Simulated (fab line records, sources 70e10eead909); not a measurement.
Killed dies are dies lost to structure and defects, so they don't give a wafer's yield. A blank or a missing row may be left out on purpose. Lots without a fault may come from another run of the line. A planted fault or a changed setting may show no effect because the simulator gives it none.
A struck lot beside a sound one | flow nand_harc | 15 steps out of a route of 1159
Sound: wafers L390.3, L390.4, L390.5. Struck: wafer L407.2. (L407.4, L407.5 of the same lot were not struck and are left out.) The cause comes at the end.
At each step with rows: each side's tool, then ch and its chambers, then its first start. Under that, the readings that differ: sound wafers | struck wafers | difference of the means | sigmas: that difference in standard deviations of wafers without a fault.
alike: readings whose means differ by less than 2 such deviations, and words and numbers that are the same on both sides. not compared: withheld readings, readings that some wafer has no value for, bounds like >300 that may hide the same value, and numbers for which the record gives no deviation and whose values overlap.
The two part at a step that has a row with sigmas, a row that says differs or no value, or rows on one side only. Numbers that don't overlap but have no deviation are shown without sigmas and don't part them. A reading that every wafer of one side lacks parts them only if that side has two wafers or more.

first, 5 steps without rows for these wafers: NHARC_A_SGD_CUT_SOFTBAKE_04 (time 55 s); NHARC_A_SGD_CUT_EBR_05; NHARC_A_SGD_CUT_EXPOSE_06 (exposes mask SGD); NHARC_A_SGD_CUT_PEB_07 (peb time 65 s); NHARC_A_SGD_CUT_DEVELOP_08 (develop time 35 s).
NHARC_A_SGD_CUT_CD_MEAS_09: target cd 100 nm.
  sound on cd_sem-02 ch 0, day 13 23:44; struck on cd_sem-03 ch 0, day 18 02:07
  alike: cd_nm
NHARC_A_SGD_CUT_OVL_MEAS_10:
  sound on overlay-02, day 13 23:50; struck on overlay-01, day 18 02:11
  alike: overlay_x_nm, overlay_y_nm
NHARC_A_SGD_CUT_INSPECT_11:
  sound on defect_inspect-01, day 13 23:52; struck on defect_inspect-01, day 18 02:14
  alike: raw_defect_count
NHARC_A_SGD_CUT_DESCUM_14: chemistry O2, time 3 s.
  sound on rie_diel-13 ch 0,1, day 13 23:55; struck on rie_diel-05 ch 1, day 18 02:17
  reading                         | sound          | struck | difference | sigmas
  showerhead_plenum_p_Torr (Torr) | 1.79 1.85 1.79 | 2.00   | +0.19      | +2
  alike: drypump_motor_current_A, oes_product_au, rf_vpp_V, throttle_valve_pct
  not compared: rf_hours_counter_h
NHARC_A_SGD_CUT_ETCH_58: etches the open film in CF4, target depth 39 nm, time 65 s.
  sound on rie_diel-13 ch 0,2,3, day 14 00:01; struck on rie_diel-05 ch 2, day 18 02:23
  alike: drypump_motor_current_A, oes_product_au, rf_vpp_V, run_length_s, showerhead_plenum_p_Torr, throttle_valve_pct
  not compared: rf_hours_counter_h
NHARC_A_SGD_CUT_ETCH_59: etches the open film in N2/H2, target depth 260 nm, time 406.25 s.
  sound on rie_diel-13 ch 0,3; struck on rie_diel-05 ch 1
  reading                         | sound             | struck | difference | sigmas
  oes_product_au (a.u.)           | 1.006 0.999 0.995 | 0.973  | -0.027     | -2
  rf_vpp_V (V)                    | 428.1 427.1 425.9 | 433.6  | +6.6       | +3
  showerhead_plenum_p_Torr (Torr) | 1.91 1.95 1.91    | 2.14   | +0.22      | +3
  alike: drypump_motor_current_A, run_length_s, throttle_valve_pct
  not compared: rf_hours_counter_h
NHARC_A_SGD_CUT_ETCH_15: etches the open film in CH3F/O2, target depth 75 nm, time 64.3 s.
  sound on rie_diel-13 ch 0,1,2; struck on rie_diel-05 ch 1
  reading                | sound                | struck | difference | sigmas
  throttle_valve_pct (%) | 20.675 20.671 20.674 | 20.652 | -0.021     | -2
  alike: drypump_motor_current_A, oes_product_au, rf_vpp_V, run_length_s, showerhead_plenum_p_Torr
  not compared: rf_hours_counter_h
NHARC_A_SGD_CUT_ETCH_16: etches the open film in C4F8/O2/Ar, target depth 310.5 nm, time 155.2 s.
  sound on rie_diel-13 ch 1,3, day 14 00:29; struck on rie_diel-05 ch 0, day 18 02:52
  reading          | sound             | struck | difference | sigmas
  run_length_s (s) | 175.8 176.7 176.3 | 157.0  | -19.3      | -39
  alike: oes_product_au, rf_vpp_V
  not compared: rf_hours_counter_h
then, 1 step without rows for these wafers: NHARC_A_SGD_CUT_STRIP_60 (strips in C4F8/O2/Ar).
-- the record jumps here: 6 days lie between the struck wafers' starts before and after (it left off in module A_SGD_CUT and takes up again in module END, whose first step shown is number 1159 of the route) --
NHARC_END_SORT_01:
  the record has rows for the struck wafers here (prober-01 ch 0, day 23 15:17) and none for the sound ones

WHERE THEY PART
First at NHARC_A_SGD_CUT_DESCUM_14; last, within this record, at NHARC_END_SORT_01.

WHY: what the simulator had put in
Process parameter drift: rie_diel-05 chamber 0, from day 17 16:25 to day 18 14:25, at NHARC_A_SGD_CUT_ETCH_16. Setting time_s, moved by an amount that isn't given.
